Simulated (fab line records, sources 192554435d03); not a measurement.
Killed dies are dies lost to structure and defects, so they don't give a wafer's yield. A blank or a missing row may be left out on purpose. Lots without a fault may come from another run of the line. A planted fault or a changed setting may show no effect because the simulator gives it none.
Split-lot experiment | flow n5_finfet | 7 lots, 21 wafers read, on a route of 1938 steps

THE SPLIT
At N5_BEOL_M9_ETCH_61 (etches SiARC in CF4, target depth 39 nm, time 65 s), the setting source_w was moved away from the recipe's 545 W on 9 of the 21 wafers read, by -16.1% to +16.8%. The other wafers ran this setting at the recipe's value.

The reading is taken at the split's own step.

THE READING
rf_vpp_V, in V, at N5_BEOL_M9_ETCH_61 (etches SiARC in CF4, target depth 39 nm, time 65 s). Fault-free wafers of this fab line usually give 184.0 V, standard deviation 1.1 V.

wafer  | tool, chamber at the split | source_w as run, W | against the recipe | rf_vpp_V, V | against lot-mates on the recipe
L081.1 | rie_diel-01, 3             | 545                | recipe             | 183.8       | -
L081.3 | rie_diel-01, 1             | 545                | recipe             | 184.5       | -
L081.4 | rie_diel-01, 0             | 545                | recipe             | 185.1       | -
L080.2 | rie_diel-02, 1             | 545                | recipe             | 183.8       | -
L080.3 | rie_diel-02, 0             | 636.6              | +16.8%             | 173.4       | -10.4
L080.5 | rie_diel-02, 1             | 636.6              | +16.8%             | 172.7       | -11.1
L082.1 | rie_diel-01, 1             | 467.1              | -14.3%             | 193.1       | +8.4
L082.3 | rie_diel-01, 3             | 467.1              | -14.3%             | 195.4       | +10.7
L082.4 | rie_diel-01, 2             | 545                | recipe             | 184.7       | -
L083.1 | rie_diel-01, 2             | 545                | recipe             | 183.9       | -
L083.4 | rie_diel-01, 0             | 545                | recipe             | 184.4       | -
L083.6 | rie_diel-01, 0             | 545                | recipe             | 185.3       | -
L088.3 | rie_diel-03, 0             | 457.4              | -16.1%             | 196.7       | +13.1
L088.4 | rie_diel-03, 0             | 545                | recipe             | 185.0       | -
L088.5 | rie_diel-03, 1             | 545                | recipe             | 182.2       | -
L093.2 | rie_diel-03, 2             | 545                | recipe             | 183.6       | -
L093.4 | rie_diel-03, 0             | 631.5              | +15.9%             | 175.8       | -7.8
L093.5 | rie_diel-03, 2             | 631.5              | +15.9%             | 172.9       | -10.7
L094.1 | rie_diel-03, 0             | 599.2              | +9.9%              | 178.4       | -6.2
L094.2 | rie_diel-03, 2             | 545                | recipe             | 184.6       | -
L094.5 | rie_diel-03, 1             | 599.2              | +9.9%              | 177.8       | -6.8

THE FIT
A straight line over all 21 wafers: rf_vpp_V changes by -0.677 V for each +1% of source_w; r = -0.99; the points scatter about the line by 0.99 V.
The same after taking each lot's own level away (the mean of its wafers on the recipe; 21 wafers): -0.662 V for each +1%; r = -0.99; scatter 1 V.
On that fit, the largest move of source_w shifts the reading by 11 V.
The lots' own levels span 183.60 to 184.70 V, that is 1.0 times the standard deviation above.
So the lot-to-lot level changes the slope little: the two slopes agree.
Check: with one of the wafers moved furthest among these (+16.8%) left out of the fit, the line predicts -10.9 V for it against its lot-mates. It came out at -10.4 V against them.
Tool readings at the split's step, against how far the setting was moved: etch_rf_on_time_s r = -0.95; rf_vpp_V r = -0.99.

OTHER SPLITS ON THESE WAFERS
These wafers also went through other splits before the reading. Each is held against what the fit with the lots' levels taken away leaves over:
other split on the same wafers    | wafers away from the commonest value | r with rf_vpp_V (lot level and that fit taken away)
N5_BEOL_M6_ETCH_62 bias_w         | 8                                    | -0.02
N5_BEOL_M6_COAT_71 spin_rpm       | 9                                    | +0.27
N5_BEOL_M7_HM_DEP_02 target_thk_a | 7                                    | -0.11
N5_BEOL_M7_COAT_05 spin_rpm       | 8                                    | +0.02
N5_BEOL_M8_COAT_05 spin_rpm       | 6                                    | -0.09

THE WHOLE CHAIN: every reading that the file lists as answering this split, in the file's order
step               | what it does                                       | reading           | change (the file's fit)              | r (the file's)
N5_BEOL_M9_ETCH_61 | etches SiARC in CF4, target depth 39 nm, time 65 s | etch_rf_on_time_s | withheld for each +1% of the setting | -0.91
N5_BEOL_M9_ETCH_61 | etches SiARC in CF4, target depth 39 nm, time 65 s | rf_vpp_V          | -0.675 V for each +1% of the setting | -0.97

THE FILE'S OWN FIT
rf_vpp_V changes by -0.675 V for each +1% of source_w, r = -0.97.
